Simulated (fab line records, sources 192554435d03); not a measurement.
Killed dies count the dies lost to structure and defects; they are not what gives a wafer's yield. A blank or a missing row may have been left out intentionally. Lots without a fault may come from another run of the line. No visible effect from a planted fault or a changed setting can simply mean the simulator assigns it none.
Which tool did it?    flow n5Finfet    at 1 step of a route of 1938, 12 lots with 36 wafers sampled

== WHAT THE GAUGES SHOWED, per wafer ==
N5_BEOL_M1_CD_MEAS_18: pitch 36 nm, target cd 18 nm.
lot   measured      on        cdNm (nm)
L075  day 6 18:15   cdSem-01  17.8 18.1 18.0
L076  day 6 23:58   cdSem-02  18.1 18.4 18.2
L079  day 7 15:33   cdSem-02  18.1 18.4 17.9
L081  day 8 00:04   cdSem-01  18.1 17.6 18.1
L083  day 8 18:01   cdSem-01  17.5 18.3 18.5
L085  day 9 07:33   cdSem-03  17.9 18.2 18.4
L087  day 9 14:44   cdSem-02  17.7 17.6 18.1
L089  day 10 00:25  cdSem-02  17.8 17.9 18.0
L091  day 10 08:53  cdSem-02  17.4 18.1 18.4
L093  day 10 23:18  cdSem-02  17.9 17.7 17.6
L095  day 11 12:28  cdSem-03  17.8 18.0 17.8
L097  day 12 02:26  cdSem-02  18.0 17.6 17.4

== WHICH TOOL RAN EACH LOT (tool, then ch and the chambers of the sampled wafers, then the start) ==
The record holds no process step before these readings.

== THE ANSWER, worked out from the rows above alone ==
Rule: usual is defined by the lots themselves. The widest of any qualifying gaps counts: lots, ordered by their means at a reading, are off when they make up no more than a third of the lots, leave a main group of 4 or more, and stand apart from it by 3 or more times the standard deviation of that group's means. Not used: any main group whose means are identical at the precision the tables above print for the reading. A lot without any number at a reading at which 4 lots or more have one is off too. Any other lot the step has rows for is counted as sound.
No lot is off at any reading shown: from this, nothing can be told.

== WHAT WAS PUT IN BY THE SIMULATOR ==
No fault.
